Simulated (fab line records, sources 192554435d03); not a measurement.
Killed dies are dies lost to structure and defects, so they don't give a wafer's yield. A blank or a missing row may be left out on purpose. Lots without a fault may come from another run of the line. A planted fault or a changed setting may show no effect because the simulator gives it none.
Split-lot experiment | flow n5_finfet | 7 lots, 21 wafers read, on a route of 1938 steps

THE SPLIT
At N5_MOL_CONTACT_COAG_COAT_64 (time 60 s, resist thk 10 nm), the setting spin_rpm was moved away from the recipe's 1500 rpm on 6 of the 21 wafers read, by -11.1% to +10.3%. The other wafers ran this setting at the recipe's value.

FROM THE SPLIT TO THE READING: what the file shows between them, 6 steps
- N5_MOL_CONTACT_COAG_COAT_34: resist thk 40 nm
- N5_MOL_CONTACT_COAG_EBR_36
- N5_MOL_CONTACT_COAG_DESCUM_45: chemistry O2, time 7 s
- N5_MOL_CONTACT_COAG_ETCH_65: etches underlayer in N2/H2, target depth 13 nm, time 10.4 s
- N5_MOL_CONTACT_COAG_ETCH_66: etches SiARC in CF4, target depth 13 nm, time 21.7 s
- N5_MOL_CONTACT_COAG_ALD_133: deposits SiO2, target thk 5 nm, pulse time 1 s, co reactant pulse time 1 s

THE READING
CAR-EUV_of_MOL_CONTACT_COAG_COAT_34.thk_nm (the simulator's own value, which no gauge read), in nm, at N5_MOL_CONTACT_COAG_ETCHBACK_134 (etches SiO2 in CHF3, target depth 10 nm, time 6.7 s). The file gives no usual value for it. The 15 wafers here that ran the recipe average 15.6 nm, standard deviation 0.19 nm.

wafer  | tool, chamber at the split | spin_rpm as run, rpm | against the recipe | CAR-EUV_of_MOL_CONTACT_COAG_COAT_34.thk_nm, nm | against lot-mates on the recipe
L084.3 | litho_track-01, 0          | 1590                 | +6.0%              | 15.8                                           | +0.4
L084.5 | litho_track-01, 0          | 1590                 | +6.0%              | 15.8                                           | +0.4
L084.4 | litho_track-01, 0          | 1500                 | recipe             | 15.4                                           | -
L087.1 | litho_track-01, 0          | 1654                 | +10.3%             | 16                                             | +0.6
L087.5 | litho_track-01, 0          | 1500                 | recipe             | 15.4                                           | -
L087.6 | litho_track-01, 0          | 1500                 | recipe             | 15.4                                           | -
L088.1 | litho_track-03, 0          | 1500                 | recipe             | 15.8                                           | -
L088.4 | litho_track-03, 0          | 1500                 | recipe             | 15.6                                           | -
L088.5 | litho_track-03, 0          | 1500                 | recipe             | 15.4                                           | -
L090.1 | litho_track-03, 0          | 1333                 | -11.1%             | 15.2                                           | -0.6
L090.2 | litho_track-03, 0          | 1333                 | -11.1%             | 15                                             | -0.8
L090.5 | litho_track-03, 0          | 1500                 | recipe             | 15.8                                           | -
L093.2 | litho_track-03, 0          | 1500                 | recipe             | 15.6                                           | -
L093.4 | litho_track-03, 0          | 1500                 | recipe             | 15.6                                           | -
L093.5 | litho_track-03, 0          | 1500                 | recipe             | 15.6                                           | -
L095.1 | litho_track-03, 0          | 1500                 | recipe             | 16                                             | -
L095.2 | litho_track-03, 0          | 1564                 | +4.3%              | 16                                             | +0.1
L095.5 | litho_track-03, 0          | 1500                 | recipe             | 15.8                                           | -
L096.3 | litho_track-04, 0          | 1500                 | recipe             | 15.6                                           | -
L096.5 | litho_track-04, 0          | 1500                 | recipe             | 15.4                                           | -
L096.6 | litho_track-04, 0          | 1500                 | recipe             | 15.4                                           | -

THE FIT
A straight line over all 21 wafers: CAR-EUV_of_MOL_CONTACT_COAG_COAT_34.thk_nm changes by +0.0437 nm for each +1% of spin_rpm; r = +0.77; the points scatter about the line by 0.18 nm.
The same after taking each lot's own level away (the mean of its wafers on the recipe; 21 wafers): +0.0609 nm for each +1%; r = +0.95; scatter 0.096 nm.
On that fit, the largest move of spin_rpm shifts the reading by 0.68 nm.
The lots' own levels span 15.40 to 15.90 nm, that is 2.7 times the standard deviation above.
So the lot-to-lot level blurs the effect unless lot-mates are compared.
Check: with one of the wafers moved furthest among these (-11.1%) left out of the fit, the line predicts -0.729 nm for it against its lot-mates. It came out at -0.6 nm against them.

OTHER SPLITS ON THESE WAFERS
These wafers also went through other splits before the reading. Each is held against what the fit with the lots' levels taken away leaves over:
other split on the same wafers          | wafers away from the commonest value | r with CAR-EUV_of_MOL_CONTACT_COAG_COAT_34.thk_nm (lot level and that fit taken away)
N5_MOL_CONTACT_COAG_COAT_76 spin_rpm    | 6                                    | -0.10
N5_MOL_CONTACT_COAG_ETCHBACK_135 time_s | 7                                    | +0.12

THE WHOLE CHAIN: every reading that the file lists as answering this split, in the file's order
step                             | what it does                                                | reading                                                                                        | change (the file's fit)                | r (the file's)
N5_MOL_CONTACT_COAG_COAT_64      | time 60 s, resist thk 10 nm                                 | underlayer_of_MOL_CONTACT_COAG_COAT_64.thk_nm (the simulator's own value, which no gauge read) | -0.0495 nm for each +1% of the setting | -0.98
N5_MOL_CONTACT_COAG_ETCH_65      | etches underlayer in N2/H2, target depth 13 nm, time 10.4 s | CAR-EUV_of_MOL_CONTACT_COAG_COAT_34.thk_nm (the simulator's own value, which no gauge read)    | +0.0549 nm for each +1% of the setting | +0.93
N5_MOL_CONTACT_COAG_ETCH_65      | etches underlayer in N2/H2, target depth 13 nm, time 10.4 s | etch.depth_nm (the simulator's own value, which no gauge read)                                 | -0.05 nm for each +1% of the setting   | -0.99
N5_MOL_CONTACT_COAG_ETCH_66      | etches SiARC in CF4, target depth 13 nm, time 21.7 s        | CAR-EUV_of_MOL_CONTACT_COAG_COAT_34.thk_nm (the simulator's own value, which no gauge read)    | +0.0559 nm for each +1% of the setting | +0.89
N5_MOL_CONTACT_COAG_ETCHBACK_134 | etches SiO2 in CHF3, target depth 10 nm, time 6.7 s         | CAR-EUV_of_MOL_CONTACT_COAG_COAT_34.thk_nm (the simulator's own value, which no gauge read)    | +0.0592 nm for each +1% of the setting | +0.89

THE FILE'S OWN FIT
CAR-EUV_of_MOL_CONTACT_COAG_COAT_34.thk_nm changes by +0.0592 nm for each +1% of spin_rpm, r = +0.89.
